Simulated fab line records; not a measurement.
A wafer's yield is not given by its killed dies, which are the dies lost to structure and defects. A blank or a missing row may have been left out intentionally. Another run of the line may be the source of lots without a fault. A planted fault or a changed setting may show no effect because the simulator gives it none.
Which tool was responsible? :: flow n5_finfet :: 24 lots (72 wafers sampled), 1 step of a 1938-step route

## WHAT THE GAUGES SHOWED, per wafer
N5_BEOL_M2_OVL_MEAS_12. Usual: for M2_OVL the level is -0.2 nm and the standard deviation is 0.59.
lot: L074
measured: day 6 17:40
on: overlay-02
M2_OVL (nm): 0.0 0.4 0.1
flag: 

lot: L076
measured: day 7 06:02
on: overlay-01
M2_OVL (nm): -0.5 0.3 0.0
flag: 

lot: L075
measured: day 7 06:05
on: overlay-02
M2_OVL (nm): -0.7 -0.2 0.3
flag: 

lot: L078
measured: day 7 14:25
on: overlay-01
M2_OVL (nm): -0.7 -0.8 -0.7
flag: 

lot: L077
measured: day 7 22:12
on: overlay-02
M2_OVL (nm): -0.9 -0.9 -0.2
flag: 

lot: L079
measured: day 8 05:35
on: overlay-02
M2_OVL (nm): -0.5 0.5 -0.2
flag: 

lot: L080
measured: day 8 12:22
on: overlay-01
M2_OVL (nm): -1.2 -1.1 -0.9
flag: 

lot: L083
measured: day 8 19:50
on: overlay-02
M2_OVL (nm): -0.5 0.1 -0.3
flag: 

lot: L081
measured: day 8 20:25
on: overlay-01
M2_OVL (nm): 0.3 0.3 -0.6
flag: 

lot: L082
measured: day 9 16:41
on: overlay-02
M2_OVL (nm): -0.4 -0.7 -0.1
flag: 

lot: L084
measured: day 9 17:22
on: overlay-01
M2_OVL (nm): -0.5 -0.4 -0.7
flag: 

lot: L085
measured: day 9 19:26
on: overlay-01
M2_OVL (nm): 0.5 0.3 -0.2
flag: 

lot: L087
measured: day 9 23:02
on: overlay-02
M2_OVL (nm): -0.3 0.8 1.0
flag: 

lot: L086
measured: day 9 23:14
on: overlay-01
M2_OVL (nm): -0.5 -0.9 -0.3
flag: 

lot: L090
measured: day 10 14:56
on: overlay-01
M2_OVL (nm): 0.1 0.3 1.0
flag: 

lot: L088
measured: day 10 16:25
on: overlay-01
M2_OVL (nm): 0.0 -0.9 -1.1
flag: 

lot: L089
measured: day 10 21:49
on: overlay-01
M2_OVL (nm): -0.2 -0.3 -0.2
flag: 

lot: L091
measured: day 10 23:32
on: overlay-01
M2_OVL (nm): -0.9 -0.5 0.1
flag: 

lot: L092
measured: day 11 16:59
on: overlay-02
M2_OVL (nm): 1.1 0.4 0.6
flag: 

lot: L093
measured: day 11 17:11
on: overlay-02
M2_OVL (nm): -0.2 0.1 -0.2
flag: 

lot: L095
measured: day 12 01:08
on: overlay-02
M2_OVL (nm): 0.3 -0.7 -0.1
flag: 

lot: L096
measured: day 12 02:25
on: overlay-02
M2_OVL (nm): -1.0 0.3 0.0
flag: 

lot: L094
measured: day 12 06:35
on: overlay-02
M2_OVL (nm): 0.5 0.2 -0.1
flag: 

lot: L097
measured: day 12 09:22
on: overlay-02
M2_OVL (nm): 0.7 -0.6 0.1
flag: 

## WHICH TOOL RAN EACH LOT (tool, then ch and the chambers of the sampled wafers, then the start)
No process step before these readings appears in the record.

## WHAT THE TOOLS THEMSELVES READ (means of the sampled wafers that have a number; where no wafer has one, the mark that the record gives instead)
The record holds no such reading with a usual standard deviation.

## THE ANSWER, worked out from the rows above alone
Rule: take the mean of a lot's wafers that have a number; if it is more than 3 standard deviations from the usual mean, the lot is off. A lot without any number at a reading at which 4 lots or more have one is off too. All remaining lots with rows at the step are treated as sound. Order of review: gauges by route order, followed by the tools' own readings, for which a lot's mean as printed above is used. At the first step where some lot is off, the reading lying furthest off is the one used; lots without a number count as furthest.
No lot is off on any of the readings shown, so nothing can be concluded from this.

## WHAT THE SIMULATOR HAD INSERTED
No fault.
